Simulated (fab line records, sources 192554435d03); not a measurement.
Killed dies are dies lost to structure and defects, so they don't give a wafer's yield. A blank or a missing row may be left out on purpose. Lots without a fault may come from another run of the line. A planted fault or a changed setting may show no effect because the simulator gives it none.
fab line records | flow n5_finfet
record lots=13 wafers=36 last_day=17
route steps=1938 shown FIN_SAQP@152 FIN_CUT@175 STI_FIN_REVEAL@183 PASSIVATION@1936
lots that met no fault: from a run of the same line without faults
start_h: hours from the record's first day to the start of the lot's first wafer shown | wait_h: hours since the lot's step before | " the same as in the row above | L1.1+2: a row that stands for several wafers | - no value, or no start given | * or withheld: withheld | < > ~ a bound
route shown NAME@n: a module of which the file shows steps, and the number in the route of the first | usual: mean/standard deviation of fault-free wafers | same: alike in all rows | chamber/n: place in a boat | sites: the reading at each site | _std_site: their standard deviation | _edge_site: outer sites' mean less inner sites' | radius_mm: how far each site lies from the wafer's centre | mask NAME#n: copy n | behind: the tool/chamber that last shaped the wafer | hold: why the lot was held/for how many hours/how that ended | device: the transistor (n, p or np) that didn't switch | end of line: the same wafers' tests at the end of the route | a step without rows: its recipe alone | killed: dies lost to structure and defects at the first sort, not the wafer's yield | map: a wafer's dies, x killed, . not, _ none there
set.NAME: the setting as run; set.NAME@STEP: as run at that earlier step | model.NAME: the simulator's own value behind a step, which no gauge read
steps of the route over a sample of lots; a table a step, a row a wafer
services: from which hour (start_h, from the record's first day; less than 0 if before it) a tool's chamber was out of use, for how many hours, and why
## steps
# step N5_FIN_SAQP_OCD_MEAS_76
# usual trench_depth_nm=120.7/1.9
# columns lot.wafer tool chamber start_h wait_h trench_depth_nm
L357.2 ocd-01 - 32.68 0.0 123.4
L357.3 " - " " 121.3
L357.6 " - " " 121.8
L359.1 ocd-01 - 44.63 0.0 123.3
L359.2 " - " " 122.2
L359.5 " - " " 119.0
L360.2 ocd-01 - 49.93 0.0 120.9
L360.4 " - " " 122.4
L360.6 " - " " 123.0
L361.1 ocd-02 - 56.47 0.0 118.9
L361.2 " - " " 119.9
L361.4 " - " " 119.7
L362.2 ocd-02 - 62.22 0.0 121.6
L362.3 " - " " 117.8
L362.6 " - " " 120.2
L363.1 ocd-02 - 67.97 0.0 118.1
L363.3 " - " " 120.9
L363.6 " - " " 121.6
L366.1 ocd-01 - 87.23 0.0 123.8
L366.2 " - " " 122.8
L366.4 " - " " 119.8
L368.2 ocd-02 - 98.67 0.0 121.4
L368.3 " - " " 122.6
L369.4 ocd-01 - 107.19 0.0 121.9
L369.5 " - " " 118.6
L369.6 " - " " 122.6
L374.1 ocd-01 - 136.43 0.0 121.9
L374.2 " - " " 118.5
L375.3 ocd-02 - 141.72 0.0 119.8
L375.4 " - " " 121.9
L378.1 ocd-01 - 157.60 0.0 120.3
L378.2 " - " " 122.8
L378.3 " - " " 118.1
L379.3 ocd-01 - 163.99 0.0 118.7
L379.4 " - " " 121.7
L379.6 " - " " 118.4
# step N5_FIN_CUT_PRECLEAN_35
# recipe time_s=13.3 temp_c=45 pressure_torr=125 p_hf_torr=3 p_coreactant_torr=25 chemistry=vHF
# usual drypump_motor_current_A=5.5/0.33 time_s=13.3/0
# columns lot.wafer tool chamber start_h wait_h drypump_motor_current_A time_s
L357.2 vapor_etch-02 1 33.85 0.0 5.1 13.3
L357.3 " 1 " " 5.1 13.3
L357.6 " 1 " " 5.1 13.3
L359.1 vapor_etch-01 0 45.84 0.0 5.5 13.3
L359.2 " 1 " " 5.6 13.3
L359.5 " 0 " " 5.5 13.3
L360.2 vapor_etch-02 1 50.93 0.0 5.1 13.3
L360.4 " 0 " " 6.0 13.3
L360.6 " 1 " " 5.1 13.3
L361.1 vapor_etch-01 1 57.61 0.0 5.6 13.3
L361.2 " 0 " " 5.5 13.3
L361.4 " 1 " " 5.6 13.3
L362.2 vapor_etch-01 1 63.22 0.0 5.6 13.3
L362.3 " 0 " " 5.5 13.3
L362.6 " 0 " " 5.5 13.3
L363.1 vapor_etch-02 0 68.97 0.0 5.9 13.3
L363.3 " 1 " " 5.1 13.3
L363.6 " 1 " " 5.1 13.3
L366.1 vapor_etch-02 0 88.27 0.0 6.0 13.3
L366.2 " 1 " " 5.1 13.3
L366.4 " 0 " " 6.0 13.3
L368.2 vapor_etch-02 1 99.68 0.0 5.1 13.3
L368.3 " 0 " " 6.0 13.3
L369.4 vapor_etch-02 1 108.39 0.0 5.1 13.3
L369.5 " 1 " " 5.1 13.3
L369.6 " 0 " " 6.0 13.3
L374.1 vapor_etch-01 1 137.45 0.1 5.6 13.3
L374.2 " 0 " " 5.5 13.3
L375.3 vapor_etch-02 1 142.87 0.1 5.1 8.6929
L375.4 " 0 " " 5.9 13.3
L378.1 vapor_etch-01 1 158.60 0.0 5.6 13.3
L378.2 " 0 " " 5.5 13.3
L378.3 " 0 " " 5.5 13.3
L379.3 vapor_etch-01 1 165.02 0.1 5.6 13.3
L379.4 " 0 " " 5.5 13.3
L379.6 " 0 " " 5.5 13.3
# step N5_STI_FIN_REVEAL_ALD_00
# recipe material=SiO2 target_thk_a=10 temp_c=300 ald_precursor_family=BDEAS ald_co_reactant=O2-plasma pulse_time_s=1 pressure_torr=2
# usual chamber_pressure_Torr=1.999/0.0046 heater_power_w=447/56 precursor_pulse_height_rel=0.999/0.018
# columns lot.wafer tool chamber start_h wait_h chamber_pressure_Torr heater_power_w precursor_pulse_height_rel
L357.2 ald_sin-01 3 34.28 0.0 1.999 407 0.981
L357.3 " 1 " " 1.997 374 0.991
L357.6 " 1 " " 2.001 373 0.996
L359.1 ald_sin-03 2 47.18 1.0 2.006 469 0.976
L359.2 " 3 " " 1.994 439 0.975
L359.5 " 0 " " 1.994 430 1.013
L360.2 ald_sin-03 3 51.39 0.1 2.002 433 0.990
L360.4 " 2 " " 1.996 474 1.005
L360.6 " 2 " " 1.996 486 0.992
L361.1 ald_sin-03 3 58.00 0.0 1.995 439 0.985
L361.2 " 1 " " 1.997 490 0.999
L361.4 " 0 " " 1.995 416 0.995
L362.2 ald_sin-01 0 64.23 0.6 1.996 405 1.003
L362.3 " 1 " " 1.998 396 0.952
L362.6 " 1 " " 1.999 387 1.026
L363.1 ald_sin-01 3 69.58 0.3 2.007 407 1.000
L363.3 " 1 " " 2.000 385 0.974
L363.6 " 0 " " 2.007 393 1.030
L366.1 ald_sin-01 0 88.84 0.2 1.996 390 1.010
L366.2 " 2 " " 2.003 550 0.995
L366.4 " 1 " " 1.998 393 1.020
L368.2 ald_sin-02 1 100.58 0.5 2.007 391 0.984
L368.3 " 3 " " 1.995 415 1.007
L369.4 ald_sin-02 2 109.00 0.2 2.001 411 0.988
L369.5 " 2 " " 1.996 417 0.992
L369.6 " 1 " " 1.999 394 1.036
L374.1 ald_sin-02 0 137.85 0.0 2.003 544 0.962
L374.2 " 3 " " 1.992 417 0.975
L375.3 ald_sin-02 3 143.31 0.0 2.002 425 0.996
L375.4 " 2 " " 1.999 418 1.009
L378.1 ald_sin-03 0 159.00 0.0 1.991 411 1.013
L378.2 " 1 " " 2.000 484 1.001
L378.3 " 3 " " 1.990 437 1.004
L379.3 ald_sin-02 0 166.19 0.8 2.008 529 0.996
L379.4 " 2 " " 1.996 422 1.000
L379.6 " 0 " " 1.999 544 0.989
# step N5_STI_FIN_REVEAL_CMP_04
# recipe stop_on=Si3N4 t_overpolish_s=4 down_force_psi=2 platen_rpm=54.18 post_cmp_clean=alkaline_brush pad_velocity_m_s=1.078 target_thk_nm=131.83
# usual head_pressure_psi=2.000/0.0042 motor_current_A=8.1/0.55 overpolish_run_s=4.000/0.0089 pad_life_wafers=1207/600 time_to_endpoint_s=108/6.3
# columns lot.wafer tool chamber start_h wait_h head_pressure_psi motor_current_A overpolish_run_s pad_life_wafers time_to_endpoint_s
L357.3 cmp-02 2 39.38 0.0 1.998 8.5 4.009 552 104
L357.2 " 1 " " 2.001 8.9 4.001 555 105
L357.6 " 3 " " 2.006 7.9 3.994 - 102
L359.2 cmp-03 2 53.44 0.1 1.999 8.6 4.007 1447 107
L359.1 " 0 " " 1.995 7.8 4.005 1449 108
L359.5 " 1 " " 2.000 8.0 4.003 - 113
L360.2 cmp-04 2 56.51 0.1 2.006 8.2 4.008 13 101
L360.4 " 0 " " 2.000 8.5 3.984 15 106
L360.6 " 1 " " 2.002 7.3 3.998 - 100
L361.2 cmp-02 2 63.11 0.0 2.000 8.5 3.996 756 109
L361.1 " 3 " " 1.998 8.0 4.001 757 107
L361.4 " 1 " " 1.999 8.7 4.000 759 108
L362.3 cmp-03 1 69.36 0.1 2.005 8.1 3.996 1573 111
L362.2 " 3 " " 2.001 7.4 4.010 1575 116
L362.6 " 1 " " 1.998 7.9 4.006 - 119
L363.3 cmp-04 1 74.74 0.1 2.008 7.5 3.989 169 97
L363.1 " 3 " " 2.004 7.6 4.024 171 98
L363.6 " 0 " " 2.007 8.5 4.013 - 102
L366.2 cmp-02 1 93.93 0.0 2.003 9.2 3.997 978 112
L366.4 " 2 " " 2.003 8.5 3.993 979 114
L366.1 " 0 " " 1.998 8.6 3.997 981 104
L368.2 cmp-04 2 105.67 0.0 2.001 8.2 3.990 426 104
L368.3 " 0 " " 2.005 8.3 3.995 428 110
L369.4 cmp-03 2 114.09 0.0 2.000 8.5 3.998 1872 113
L369.6 " 2 " " 2.010 8.4 4.000 - 110
L369.5 " 3 " " 1.998 7.1 4.003 - 119
L374.2 cmp-02 0 142.93 0.0 1.994 8.2 3.994 1362 101
L374.1 " 3 " " 2.001 8.2 4.001 1365 101
L375.3 cmp-04 1 148.47 0.1 1.999 7.7 4.004 758 99
L375.4 " 2 " " 2.007 7.8 3.998 759 105
L378.2 cmp-02 1 164.09 0.0 2.000 8.8 4.014 1554 113
L378.3 " 2 " " 2.000 9.0 3.994 1555 113
L378.1 " 0 " " 1.996 7.8 4.001 1557 107
L379.4 cmp-02 2 171.33 0.1 1.999 8.8 4.004 1615 106
L379.3 " 3 " " 2.002 7.9 4.002 1616 105
L379.6 " 1 " " 2.001 8.7 3.998 - 109
# step N5_PASSIVATION_PROBE_49
# usual killed_at_M0_to_M3=33/9.1 killed_at_M4_up=14/5.6 killed_at_contacts=13/5.7 killed_at_front_end=42/12 killed_at_other=4/3 killed_dies=105/16 killed_on_rim=13/4 killed_open=69/11 killed_short=34/7.5
# same gross_dies=1180 killed_at_back_side=0
# columns lot.wafer tool chamber start_h wait_h killed_at_M0_to_M3 killed_at_M4_up killed_at_contacts killed_at_front_end killed_at_other killed_dies killed_on_rim killed_open killed_short
L357.2 prober-02 - 263.52 0.1 22 12 19 48 4 105 12 65 35
L357.3 prober-02 - 263.57 0.1 27 6 17 48 5 103 9 62 40
L357.6 prober-02 - 263.72 0.3 25 9 14 30 5 83 7 54 29
L359.1 prober-01 - 274.06 0.0 60 13 15 51 0 139 21 90 48
L359.2 prober-01 - 274.11 0.1 50 12 5 40 1 108 8 67 40
L359.5 prober-01 - 274.26 0.2 46 10 16 39 4 115 18 71 39
L360.2 prober-01 - 283.81 0.1 18 13 19 51 2 103 8 61 42
L360.4 prober-01 - 283.91 0.2 31 13 14 33 7 98 11 54 40
L360.6 prober-01 - 284.01 0.3 35 10 15 34 1 95 8 61 32
L361.1 prober-01 - 296.94 0.0 31 14 31 33 9 118 13 75 43
L361.2 prober-01 - 296.99 0.1 34 19 13 31 4 101 12 66 34
L361.4 prober-01 - 297.09 0.2 53 12 9 31 7 112 16 69 42
L362.2 prober-01 - 300.77 0.5 39 8 9 65 4 125 16 75 48
L362.3 prober-01 - 300.82 0.5 37 13 16 52 8 126 19 76 47
L362.6 prober-01 - 300.97 0.7 32 17 15 54 6 124 19 82 39
L363.1 prober-01 - 311.01 0.2 37 12 11 30 1 91 14 64 25
L363.3 prober-01 - 311.11 0.3 26 8 11 39 0 84 7 51 33
L363.6 prober-01 - 311.26 0.4 32 10 8 68 5 123 15 80 43
L366.1 prober-01 - 323.05 0.0 22 9 16 29 12 88 10 56 32
L366.2 prober-01 - 323.10 0.1 16 12 8 32 3 71 10 40 30
L366.4 prober-01 - 323.20 0.2 24 10 8 49 4 95 9 59 33
L368.2 prober-02 - 326.55 0.1 32 20 10 37 3 102 11 72 28
L368.3 prober-02 - 326.60 0.1 14 21 16 31 6 88 6 63 24
L369.4 prober-02 - 341.60 0.2 28 14 14 51 3 110 20 71 39
L369.5 prober-02 - 341.65 0.2 26 8 10 35 3 82 8 51 31
L369.6 prober-02 - 341.70 0.3 30 11 7 45 0 93 20 61 25
L374.1 prober-01 - 378.24 0.0 33 18 3 46 8 108 19 72 36
L374.2 prober-01 - 378.29 0.1 40 17 11 46 5 119 9 78 39
L375.3 prober-02 - 378.95 0.1 53 11 17 38 3 122 15 91 27
L375.4 prober-02 - 379.00 0.2 48 9 7 44 0 108 13 74 33
L379.3 prober-01 - 410.74 0.1 23 13 17 65 10 128 16 79 42
L379.4 prober-01 - 410.79 0.2 31 8 17 48 6 110 12 67 39
L379.6 prober-01 - 410.89 0.3 31 9 12 50 4 106 12 65 37
L378.1 prober-02 - 411.58 0.0 40 14 16 40 11 121 21 79 40
L378.2 prober-02 - 411.63 0.1 42 24 15 45 4 130 15 97 33
L378.3 prober-02 - 411.68 0.1 28 12 13 36 6 95 9 67 26
# killed by level:class
L357.2 FIN_SAQP:geometric_particle:open=15 MOL_CONTACT_COAG:geometric_particle:open=15 FIN_SAQP:geometric_particle:short=9 BEOL_M0_SAQP:geometric_particle:short=6 STI_FIN_REVEAL:geometric_particle:open=5 BEOL_M0_SAQP:geometric_particle:open=4 BEOL_M1:geometric_particle:open=4 STI_FIN_REVEAL:geometric_particle:short=3
L357.3 MOL_CONTACT_COAG:geometric_particle:open=13 FIN_SAQP:geometric_particle:open=11 BEOL_M0_SAQP:geometric_particle:open=11 GATE_CUT:geometric_particle:short=10 FIN_SAQP:geometric_particle:short=8 BEOL_M0_SAQP:geometric_particle:short=6 GATE_CUT:geometric_particle:open=5 STI_FIN_REVEAL:geometric_particle:open=5
L357.6 MOL_CONTACT_COAG:geometric_particle:open=13 FIN_SAQP:geometric_particle:open=8 BEOL_M0_SAQP:geometric_particle:open=7 FIN_SAQP:geometric_particle:short=5 GATE_CUT:geometric_particle:short=5 BEOL_M0_SAQP:geometric_particle:short=4 BEOL_M2:geometric_particle:short=4 BEOL_M2:geometric_particle:open=4
L359.1 FIN_SAQP:geometric_particle:short=16 BEOL_M3:geometric_particle:open=15 BEOL_M1:geometric_particle:open=13 BEOL_M0_SAQP:geometric_particle:open=11 FIN_SAQP:geometric_particle:open=10 MOL_CONTACT_COAG:geometric_particle:open=9 BEOL_M2:geometric_particle:open=7 MOL_CONTACT_COAG:geometric_particle:short=5
L359.2 BEOL_M1:geometric_particle:open=17 FIN_SAQP:geometric_particle:short=12 BEOL_M3:geometric_particle:open=8 BEOL_M4:geometric_particle:open=8 FIN_SAQP:geometric_particle:open=6 GATE_CUT:geometric_particle:short=6 MOL_CONTACT_COAG:geometric_particle:open=5 BEOL_M1:geometric_particle:short=5
L359.5 BEOL_M1:geometric_particle:open=14 STI_FIN_REVEAL:geometric_particle:open=11 MOL_CONTACT_COAG:geometric_particle:open=11 BEOL_M0_SAQP:geometric_particle:short=8 BEOL_M0_SAQP:geometric_particle:open=6 BEOL_M1:geometric_particle:short=6 BEOL_M4:geometric_particle:open=5 GATE_CUT:geometric_particle:short=5
L360.2 MOL_CONTACT_COAG:geometric_particle:open=15 FIN_SAQP:geometric_particle:short=12 BEOL_M0_SAQP:geometric_particle:short=9 DUMMY_GATE:geometric_particle:open=8 FIN_SAQP:geometric_particle:open=6 GATE_CUT:geometric_particle:short=6 ILD0:geometric_particle:open=5 MOL_CONTACT_COAG:geometric_particle:short=4
L360.4 FIN_SAQP:geometric_particle:short=12 BEOL_M0_SAQP:geometric_particle:short=11 MOL_CONTACT_COAG:geometric_particle:open=11 FIN_SAQP:geometric_particle:open=8 BEOL_M1:geometric_particle:open=7 BEOL_M0_SAQP:geometric_particle:open=6 GATE_CUT:geometric_particle:open=3 MOL_CONTACT_COAG:geometric_particle:short=3
L360.6 GATE_CUT:geometric_particle:open=8 MOL_CONTACT_COAG:geometric_particle:open=8 BEOL_M0_SAQP:geometric_particle:short=8 FIN_SAQP:geometric_particle:open=7 BEOL_M2:geometric_particle:open=7 BEOL_M3:geometric_particle:open=7 GATE_CUT:geometric_particle:short=6 MOL_CONTACT_COAG:geometric_particle:short=6
L361.1 MOL_CONTACT_COAG:geometric_particle:open=27 BEOL_M0_SAQP:geometric_particle:short=13 BEOL_M4:geometric_particle:open=6 DUMMY_GATE:geometric_particle:open=5 BEOL_M2:geometric_particle:open=5 FIN_SAQP:geometric_particle:short=4 GATE_CUT:geometric_particle:open=4 MOL_CONTACT_COAG:geometric_particle:short=4
L361.2 BEOL_M4:geometric_particle:open=10 MOL_CONTACT_COAG:geometric_particle:open=9 BEOL_M3:geometric_particle:open=8 BEOL_M0_SAQP:geometric_particle:open=7 BEOL_M0_SAQP:geometric_particle:short=6 DUMMY_GATE:geometric_particle:open=5 MOL_CONTACT_COAG:geometric_particle:short=4 BEOL_M2:geometric_particle:open=4
L361.4 BEOL_M0_SAQP:geometric_particle:short=12 BEOL_M1:geometric_particle:open=10 BEOL_M2:geometric_particle:open=8 BEOL_M3:geometric_particle:open=8 FIN_SAQP:geometric_particle:short=7 MOL_CONTACT_COAG:geometric_particle:open=7 BEOL_M0_SAQP:geometric_particle:open=7 GATE_CUT:geometric_particle:short=6
L362.2 FIN_SAQP:geometric_particle:short=20 FIN_SAQP:geometric_particle:open=20 STI_FIN_REVEAL:geometric_particle:open=14 BEOL_M0_SAQP:geometric_particle:short=13 BEOL_M0_SAQP:geometric_particle:open=10 MOL_CONTACT_COAG:geometric_particle:open=6 BEOL_M0:geometric_particle:open=4 BEOL_M1:geometric_particle:open=4
L362.3 FIN_SAQP:geometric_particle:short=18 MOL_CONTACT_COAG:geometric_particle:open=13 FIN_SAQP:geometric_particle:open=10 BEOL_M0_SAQP:geometric_particle:open=10 DUMMY_GATE:geometric_particle:open=9 BEOL_M0_SAQP:geometric_particle:short=9 BEOL_M1:geometric_particle:open=8 STI_FIN_REVEAL:geometric_particle:open=4
L362.6 FIN_SAQP:geometric_particle:short=15 FIN_SAQP:geometric_particle:open=13 MOL_CONTACT_COAG:geometric_particle:open=12 BEOL_M0_SAQP:geometric_particle:open=10 DUMMY_GATE:geometric_particle:open=8 BEOL_M0_SAQP:geometric_particle:short=7 BEOL_M2:geometric_particle:open=7 BEOL_M5:geometric_particle:open=6
L363.1 BEOL_M0_SAQP:geometric_particle:open=13 MOL_CONTACT_COAG:geometric_particle:open=9 STI_FIN_REVEAL:geometric_particle:open=8 BEOL_M0_SAQP:geometric_particle:short=8 FIN_SAQP:geometric_particle:open=5 DUMMY_GATE:geometric_particle:open=4 BEOL_M1:geometric_particle:open=4 BEOL_M2:geometric_particle:open=4
L363.3 FIN_SAQP:geometric_particle:short=9 BEOL_M0_SAQP:geometric_particle:open=8 STI_FIN_REVEAL:geometric_particle:open=6 MOL_CONTACT_COAG:geometric_particle:open=6 FIN_SAQP:geometric_particle:open=5 MOL_CONTACT_COAG:geometric_particle:short=5 BEOL_M1:geometric_particle:open=5 STARTING-WAFER:geometric_particle:short=5
L363.6 STI_FIN_REVEAL:geometric_particle:open=26 FIN_SAQP:geometric_particle:short=10 BEOL_M0_SAQP:geometric_particle:short=10 BEOL_M0_SAQP:geometric_particle:open=10 FIN_SAQP:geometric_particle:open=8 MOL_CONTACT_COAG:geometric_particle:open=6 STI_FIN_REVEAL:geometric_particle:short=5 DUMMY_GATE:geometric_particle:open=5
L366.1 MOL_CONTACT_COAG:geometric_particle:open=14 FIN_SAQP:geometric_particle:short=9 STI_FIN_REVEAL:geometric_particle:open=9 GATE_CUT:geometric_particle:short=5 BEOL_M2:geometric_particle:open=5 BEOL_M3:geometric_particle:open=5 PASS1_DEP:geometric_particle:open=5 PASS1_DEP:geometric_particle:short=5
L366.2 FIN_SAQP:geometric_particle:short=9 MOL_CONTACT_COAG:geometric_particle:open=6 BEOL_M4:geometric_particle:open=6 GATE_CUT:geometric_particle:short=4 BEOL_M0_SAQP:geometric_particle:short=4 BEOL_M2:geometric_particle:open=4 FIN_SAQP:geometric_particle:open=3 BEOL_M0_SAQP:geometric_particle:open=3
L366.4 STI_FIN_REVEAL:geometric_particle:open=14 FIN_SAQP:geometric_particle:short=12 BEOL_M3:geometric_particle:open=8 MOL_CONTACT_COAG:geometric_particle:open=7 GATE_CUT:geometric_particle:short=5 BEOL_M2:geometric_particle:open=5 BEOL_M4:geometric_particle:open=5 FIN_SAQP:geometric_particle:open=4
L368.2 FIN_SAQP:geometric_particle:open=15 BEOL_M4:geometric_particle:open=8 BEOL_M0_SAQP:geometric_particle:short=7 BEOL_M1:geometric_particle:open=7 BEOL_M3:geometric_particle:open=7 DUMMY_GATE:geometric_particle:open=6 MOL_CONTACT_COAG:geometric_particle:open=6 BEOL_M0_SAQP:geometric_particle:open=6
L368.3 MOL_CONTACT_COAG:geometric_particle:open=13 FIN_SAQP:geometric_particle:open=8 BEOL_M4:geometric_particle:open=8 DUMMY_GATE:geometric_particle:open=7 BEOL_M0_SAQP:geometric_particle:open=5 STI_FIN_REVEAL:geometric_particle:open=4 BEOL_M2:geometric_particle:open=4 FIN_SAQP:geometric_particle:short=3
L369.4 MOL_CONTACT_COAG:geometric_particle:open=13 DUMMY_GATE:geometric_particle:open=9 FIN_SAQP:geometric_particle:short=8 STI_FIN_REVEAL:geometric_particle:open=6 BEOL_M0_SAQP:geometric_particle:short=6 BEOL_M1:geometric_particle:open=6 BEOL_M3:geometric_particle:open=6 FIN_SAQP:geometric_particle:open=5
L369.5 MOL_CONTACT_COAG:geometric_particle:open=8 DUMMY_GATE:geometric_particle:open=6 BEOL_M0_SAQP:geometric_particle:short=6 STI_FIN_REVEAL:geometric_particle:open=5 GATE_CUT:geometric_particle:short=5 BEOL_M0_SAQP:geometric_particle:open=5 BEOL_M2:geometric_particle:open=4 BEOL_M3:geometric_particle:open=4
L369.6 BEOL_M3:geometric_particle:open=12 GATE_CUT:geometric_particle:short=8 DUMMY_GATE:geometric_particle:open=6 MOL_CONTACT_COAG:geometric_particle:open=6 BEOL_M2:geometric_particle:open=6 HKMG_FIN:area_etch=6 FIN_SAQP:geometric_particle:open=5 FIN_SAQP:geometric_particle:short=5
L374.1 STI_FIN_REVEAL:geometric_particle:open=12 BEOL_M0_SAQP:geometric_particle:short=12 BEOL_M0_SAQP:geometric_particle:open=11 BEOL_M4:geometric_particle:open=10 FIN_SAQP:geometric_particle:short=9 FIN_SAQP:geometric_particle:open=6 BEOL_M3:geometric_particle:open=5 PASS1_CAP:geometric_particle:open=4
L374.2 BEOL_M4:geometric_particle:open=13 STI_FIN_REVEAL:geometric_particle:open=10 BEOL_M3:geometric_particle:open=10 FIN_SAQP:geometric_particle:short=9 FIN_SAQP:geometric_particle:open=9 MOL_CONTACT_COAG:geometric_particle:open=9 BEOL_M0_SAQP:geometric_particle:short=8 BEOL_M0_SAQP:geometric_particle:open=7
L375.3 BEOL_M2:geometric_particle:open=20 BEOL_M3:geometric_particle:open=19 FIN_SAQP:geometric_particle:open=16 MOL_CONTACT_COAG:geometric_particle:open=13 FIN_SAQP:geometric_particle:short=8 MOL_CONTACT_COAG:geometric_particle:short=4 BEOL_M3:geometric_particle:short=4 BEOL_M4:geometric_particle:open=4
L375.4 BEOL_M2:geometric_particle:open=21 FIN_SAQP:geometric_particle:open=11 FIN_SAQP:geometric_particle:short=8 BEOL_M3:geometric_particle:open=8 BEOL_M0_SAQP:geometric_particle:short=6 STI_FIN_REVEAL:geometric_particle:open=6 BEOL_M2:geometric_particle:short=6 DUMMY_GATE:geometric_particle:open=5
L379.3 STI_FIN_REVEAL:geometric_particle:open=17 FIN_SAQP:geometric_particle:short=16 FIN_SAQP:geometric_particle:open=13 MOL_CONTACT_COAG:geometric_particle:open=13 BEOL_M4:geometric_particle:open=7 MIM_TOP:geometric_particle:open=5 STI_FIN_REVEAL:geometric_particle:short=4 BEOL_M3:geometric_particle:open=4
L379.4 MOL_CONTACT_COAG:geometric_particle:open=12 FIN_SAQP:geometric_particle:open=10 FIN_SAQP:geometric_particle:short=9 STI_FIN_REVEAL:geometric_particle:open=9 BEOL_M0_SAQP:geometric_particle:open=6 BEOL_M2:geometric_particle:short=5 ILD0:geometric_particle:short=5 BEOL_M1:geometric_particle:open=5
L379.6 FIN_SAQP:geometric_particle:open=14 FIN_SAQP:geometric_particle:short=12 MOL_CONTACT_COAG:geometric_particle:open=10 BEOL_M1:geometric_particle:open=8 BEOL_M2:geometric_particle:open=6 STI_FIN_REVEAL:geometric_particle:open=5 STI_FIN_REVEAL:geometric_particle:short=4 BEOL_M4:geometric_particle:open=4
L378.1 STI_FIN_REVEAL:geometric_particle:open=15 BEOL_M1:geometric_particle:open=15 MOL_CONTACT_COAG:geometric_particle:open=13 BEOL_M0_SAQP:geometric_particle:short=11 MIM_TOP_ETCH:geometric_particle:short=7 FIN_SAQP:geometric_particle:short=6 BEOL_M4:geometric_particle:open=6 STARTING-WAFER:geometric_particle:open=6
L378.2 STI_FIN_REVEAL:geometric_particle:open=22 BEOL_M0_SAQP:geometric_particle:open=17 BEOL_M4:geometric_particle:open=13 MOL_CONTACT_COAG:geometric_particle:open=10 BEOL_M3:geometric_particle:open=8 BEOL_M0_SAQP:geometric_particle:short=6 MOL_CONTACT_COAG:geometric_particle:short=5 FIN_SAQP:geometric_particle:open=4
L378.3 STI_FIN_REVEAL:geometric_particle:open=13 MOL_CONTACT_COAG:geometric_particle:open=9 BEOL_M0_SAQP:geometric_particle:open=9 BEOL_M4:geometric_particle:open=6 BEOL_M0_SAQP:geometric_particle:short=6 BEOL_M1:geometric_particle:open=6 BEOL_M2:geometric_particle:open=5 STI_FIN_REVEAL:geometric_particle:short=4
## services
# columns tool chamber start_h hours kind
ald_sin-01 2 29.49 15.1 repair
ald_sin-03 - 37.49 6.0 pm
ald_sin-02 2 37.51 3.5 repair
ald_sin-01 0 48.15 11.9 repair
cmp-04 - 50.43 4.0 pm
ald_sin-02 - 70.28 0.8 pm
ald_sin-03 1 71.10 10.7 repair
cmp-02 - 79.13 3.5 pm
ald_sin-03 - 86.05 14.0 pm
ald_sin-03 0 86.05 14.0 vent_cycle
ald_sin-03 1 86.05 14.0 vent_cycle
ald_sin-03 2 86.05 14.0 vent_cycle
ald_sin-03 3 86.05 14.0 vent_cycle
cmp-03 - 90.09 2.3 repair
cmp-02 - 91.49 1.4 repair
ald_sin-02 1 93.30 6.1 repair
ald_sin-01 1 97.47 2.0 repair
ald_sin-03 0 100.05 - clean
ald_sin-03 1 100.05 - clean
vapor_etch-01 - 101.47 0.6 repair
vapor_etch-02 - 104.41 0.4 repair
cmp-04 - 128.42 0.5 repair
ald_sin-03 0 143.95 2.6 repair
cmp-03 - 152.68 4.0 pm
## key
first_sign step=N5_FIN_CUT_PRECLEAN_35 reading=time_s direction=down sigmas=99+ usual=* struck=*
effect none on later readings
met_at N5_FIN_CUT_PRECLEAN_35
struck_lots L375
struck_wafers L375.3
tester_left_out L375
not_acting_at N5_FIN_SAQP_OCD_MEAS_76,N5_STI_FIN_REVEAL_ALD_00,N5_STI_FIN_REVEAL_CMP_04
onset_between 108.39 142.87
fault kind=process_parameter_drift tool=vapor_etch-02 chamber=- onset_h=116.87 steps=N5_FIN_CUT_PRECLEAN_35 channel=time_s offset=* shape=step end_h=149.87 scope=struck_wafers_only stated=*
# tester_left_out: of these lots the tester's yield and bins aren't shown, on N5 and GAA mostly nor the transistor test; their killed dies are dies lost to structure and defects alone, not to doping, threshold or leakage, so they don't give the yield
